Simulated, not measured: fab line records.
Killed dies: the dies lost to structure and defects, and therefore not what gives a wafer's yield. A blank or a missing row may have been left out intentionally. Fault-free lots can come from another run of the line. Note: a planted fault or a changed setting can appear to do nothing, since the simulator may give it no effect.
A lot that was struck, set against a sound lot / flow nand-harc / 40 steps out of a route of 1159
Sound: these wafers, L490.3, L490.5, L490.6. Wafers L485.1, L485.2, L485.3 were the ones struck. The cause comes at the end.
At each step with rows: each side's tool, then ch and its chambers, then its first start. Under that, the readings that differ: sound wafers / struck wafers / difference of the means / sigmas: that difference in standard deviations of wafers without a fault.
alike: same words and numbers on both sides, and readings whose means sit less than 2 such deviations apart. not compared: any withheld reading, any reading some wafer has no value for, any bound like >300 that may hide the same value, and any number with overlapping values for which the record gives no deviation.
A row with sigmas, a row that says differs or no value, or rows on one side alone: a step with any of these is where the two part. Numbers that have no deviation but don't overlap get no sigmas and don't part them. A reading that every wafer of one side lacks parts them only if that side has two wafers or more.

first, 11 steps without rows for these wafers: NHARC_A_STAIRCASE_HMDS_243 (time 30 s); NHARC_A_STAIRCASE_COAT_244; NHARC_A_STAIRCASE_SOFTBAKE_245 (time 170 s); NHARC_A_STAIRCASE_EBR_246; NHARC_A_STAIRCASE_EXPOSE_247 (exposes mask SDS 1); NHARC_A_STAIRCASE_PEB_248 (peb time 130 s); NHARC_A_STAIRCASE_DEVELOP_249 (time 140 s); NHARC_A_STAIRCASE_HARDBAKE_251 (time 140 s); NHARC_A_STAIRCASE_DESCUM_252 (chemistry O2, time 3 s); NHARC_A_STAIRCASE_ETCH_253 (etches the open film in C4F8/O2, target depth 50 nm, time 20.2 s); NHARC_A_STAIRCASE_STRIP_254 (strips in O2).
NHARC_A_STAIRCASE_STRIP_255: strips in SPM, time 900 s.
  sound on wet-bench-02 ch 3,5,6, day 14 22:16; struck on wet-bench-07 ch 0,1,7, day 14 08:26
then, 3 steps without rows for these wafers: NHARC_A_STAIRCASE_PRECLEAN_256 (cleans in SC1); NHARC_A_STAIRCASE_SRD_257; NHARC_A_STAIRCASE_HM_DEP_456 (deposits aC, target thk 1500 nm).
NHARC_A_STAIRCASE_DEP_259: deposits SiON, target thk 30 nm.
  sound on pecvd-04 ch 0,1, day 15 02:04; struck on pecvd-01 ch 0,1,2, day 14 12:24
  alike: heater-power-w, susceptor-temp-C
then, 9 steps without rows for these wafers: NHARC_A_STAIRCASE_DEHYDRATE_281 (time 120 s); NHARC_A_STAIRCASE_HMDS_282 (time 30 s); NHARC_A_STAIRCASE_COAT_283; NHARC_A_STAIRCASE_SOFTBAKE_284 (time 170 s); NHARC_A_STAIRCASE_EBR_285; NHARC_A_STAIRCASE_EXPOSE_286 (exposes mask CHOP 100); NHARC_A_STAIRCASE_PEB_287 (peb time 130 s); NHARC_A_STAIRCASE_DEVELOP_288 (time 140 s); NHARC_A_STAIRCASE_HARDBAKE_290 (time 140 s).
NHARC_A_STAIRCASE_DESCUM_291: chemistry O2, time 3 s.
  sound on rie-diel-03 ch 0,2,3, day 15 03:03; struck on rie-diel-02 ch 1,2,3, day 14 13:23
  alike: drypump-motor-current-A, oes-product-au, rf-vpp-V, showerhead-plenum-p-Torr, throttle-valve-pct
  not compared: rf-hours-counter-h
NHARC_A_STAIRCASE_ETCH_292: etches the open film in CF4/CHF3.
  sound on rie-diel-03 ch 2,3, day 15 03:10; struck on rie-diel-02 ch 0,1,3, day 14 13:29
reading=rf-vpp-V (V); sound=372.0 372.2 371.2; struck=365.7 367.6 369.1; difference=-4.3; sigmas=-2
  alike: drypump-motor-current-A, oes-product-au, showerhead-plenum-p-Torr, throttle-valve-pct
  not compared: rf-hours-counter-h
NHARC_A_STAIRCASE_HM_OPEN_460: chemistry O2/COS.
  sound: rie-diel-03 ch 0,2,3; struck: rie-diel-02 ch 1,2,3
  alike: drypump-motor-current-A, oes-product-au, rf-vpp-V, showerhead-plenum-p-Torr, throttle-valve-pct
  not compared: rf-hours-counter-h
then, 1 step without rows for these wafers: NHARC_A_STAIRCASE_STRIP_461 (strips in O2/COS).
NHARC_A_STAIRCASE_ETCH_452: etches the open film in CF4/O2, target depth 30 nm, overetch 3 nm, time 16.5 s.
  sound: rie-diel-03 ch 0,1,3; struck: rie-diel-02 ch 0,1,2
  alike: drypump-motor-current-A, oes-product-au, rf-vpp-V, showerhead-plenum-p-Torr, throttle-valve-pct
  not compared: rf-hours-counter-h
then, 9 steps without rows for these wafers: NHARC_A_STAIRCASE_ETCH_294 (etches the open film in C4F8/O2/Ar, target depth 4992 nm, time 1212.4 s); NHARC_A_STAIRCASE_STRIP_295 (strips in O2); NHARC_A_STAIRCASE_STRIP_296 (strips in SPM, time 900 s); NHARC_A_STAIRCASE_PRECLEAN_297 (cleans in SC1); NHARC_A_STAIRCASE_SRD_298; NHARC_A_STAIRCASE_HM_DEP_462 (deposits aC, target thk 800 nm); NHARC_A_STAIRCASE_DEP_301 (deposits SiON, target thk 30 nm); NHARC_A_STAIRCASE_DEHYDRATE_302 (time 120 s); NHARC_A_STAIRCASE_HMDS_303 (time 30 s).
-- break in the record here, with 8 days between the starts of the struck wafers on either side (left off in module A_STAIRCASE, picked up again in module END, where the first step shown is number 1159 on the route) --
NHARC_END_SORT_01:
  only the struck wafers appear in the record here, on prober-01 ch 0 at day 22 04:32; the sound ones have no rows

## WHERE THEY PART
First at NHARC_A_STAIRCASE_ETCH_292; last, within this record, at NHARC_END_SORT_01.

WHY: what had been put in by the simulator
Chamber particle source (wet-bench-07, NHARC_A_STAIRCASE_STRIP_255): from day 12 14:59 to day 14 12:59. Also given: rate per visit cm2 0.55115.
